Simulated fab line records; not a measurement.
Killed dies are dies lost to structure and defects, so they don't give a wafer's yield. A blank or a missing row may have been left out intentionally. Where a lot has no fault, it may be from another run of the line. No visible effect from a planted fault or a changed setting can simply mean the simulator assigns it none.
A struck lot beside a sound one :: flow n5 finfet :: 20 steps out of a route of 1938
Sound: wafers L900.1, L900.4, L900.5. The struck wafers were L919.2, L919.4, L919.6. At the end, the cause is stated.
Order at every step that has rows: each side's tool, ch and its chambers, its first start. Under that, the readings that differ: sound wafers :: struck wafers :: difference of the means :: sigmas: that difference in standard deviations of wafers without a fault.
alike: words and numbers the same on both sides, and readings whose means are apart by under 2 such deviations; not compared: readings that were withheld, readings missing a value for some wafer, numbers with overlapping values and no deviation given by the record, and bounds like >300 which may hide the same value.
A row with sigmas, a row that says differs or no value, or rows on one side alone: a step with any of these is where the two part. Numbers that have no deviation but don't overlap get no sigmas and don't part them. Lack of a reading on every wafer of one side parts them only where that side has two or more wafers.

first, 10 steps without rows for these wafers: N5_SD_EPI_N_SRD_20 (time 30 s); N5_SD_EPI_N_PRECLEAN_48 (cleans in NF3:NH3, afs cycles 2, time 20 s, sublimation time 60 s); N5_SD_EPI_N_VAPOR_ETCH_50 (etches Si in HCl, time 54 s); N5_SD_EPI_N_EPI_21 (deposits Si:P, time 690 s); N5_SD_EPI_N_PRECLEAN_24 (cleans in O3/DIW, time 60 s); N5_SD_EPI_N_SRD_25 (time 30 s); N5_SD_EPI_N_PRECLEAN_49 (cleans in NF3:NH3, afs cycles 1, time 20 s, sublimation time 60 s); N5_SD_EPI_N_LINER_46 (material SiNx, target thk 3 nm); N5_SD_EPI_P_COAT_34 (time 60 s, resist thk 350 nm); N5_SD_EPI_P_COAT_35 (time 60 s, resist thk 35 nm).
N5_SD_EPI_P_COAT_03: resist thk 150 nm.
  sound on litho track-04 ch 0, day 3 03:56; struck on litho track-04 ch 0, day 7 22:49
reading: spin speed rpm (rpm)
sound: 1500.1 1500.0 1499.8
struck: 1437.7 1437.5 1437.4
difference: -62.4
sigmas: -76

reading: model.CAR-ArF-block_of_SD_EPI_P_COAT_03.thk nm (nm)
sound: 150.2 150.6 150.8
struck: 153.4 153.2 153.8
difference: +2.9
sigmas: 
  alike: dispense pressure kPa
then, 6 steps without rows for these wafers: N5_SD_EPI_P_EBR_05; N5_SD_EPI_P_SOFTBAKE_04 (time 60 s); N5_SD_EPI_P_EXPOSE_06 (exposes mask SD P BLK, target cd 240 nm); N5_SD_EPI_P_PEB_07 (peb time 60 s); N5_SD_EPI_P_DEVELOP_08 (develop time 30 s); N5_SD_EPI_P_DESCUM_14 (chemistry O2, time 7.9 s).
N5_SD_EPI_P_ETCH_36: etches SiARC in CF4, target depth 45.5 nm, time 75.8 s.
  sound on rie diel-06 ch 0,1,2, day 3 04:28; struck on rie diel-03 ch 0,2, day 7 23:17
reading: model.CAR-ArF-block_of_SD_EPI_P_COAT_03.thk nm (nm)
sound: 111 111.4 111.8
struck: 114.4 113.8 114.6
difference: +2.9
sigmas: 
  alike: bias w, chamber pressure mTorr, drypump motor current A, etch rf on time s, oes product au, rf fwd power W, rf vpp V, showerhead plenum p Torr, throttle valve pct
  not compared: rf hours counter h
then, 1 step without rows for these wafers: N5_SD_EPI_P_ETCH_37 (etches SOC in N2/H2, overetch 108 nm, time 486 s).
-- the record jumps here: 5 days lie between the struck wafers' starts before and after (it left off in module SD_EPI_P and takes up again in module BEOL_M4, whose first step shown is number 1111 of the route) --
N5_BEOL_M4_RC_MEAS_101:
  sound on prober-02 ch 0, day 8 11:57; struck on prober-01 ch 0, day 13 08:54
  alike: DIBL_N, DIBL_P, IOFF_N, IOFF_P, ION_N, ION_P, SS_N, SS_P, VT_N, VT_P

WHERE THEY PART
Within this record, at N5_SD_EPI_P_COAT_03 only. Later steps at which nothing parts them and some readings are alike: N5_SD_EPI_P_ETCH_36, N5_BEOL_M4_RC_MEAS_101.

WHY: what had been put in by the simulator
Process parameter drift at N5_SD_EPI_P_COAT_03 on litho track-04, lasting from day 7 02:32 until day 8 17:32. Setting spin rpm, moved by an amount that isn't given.
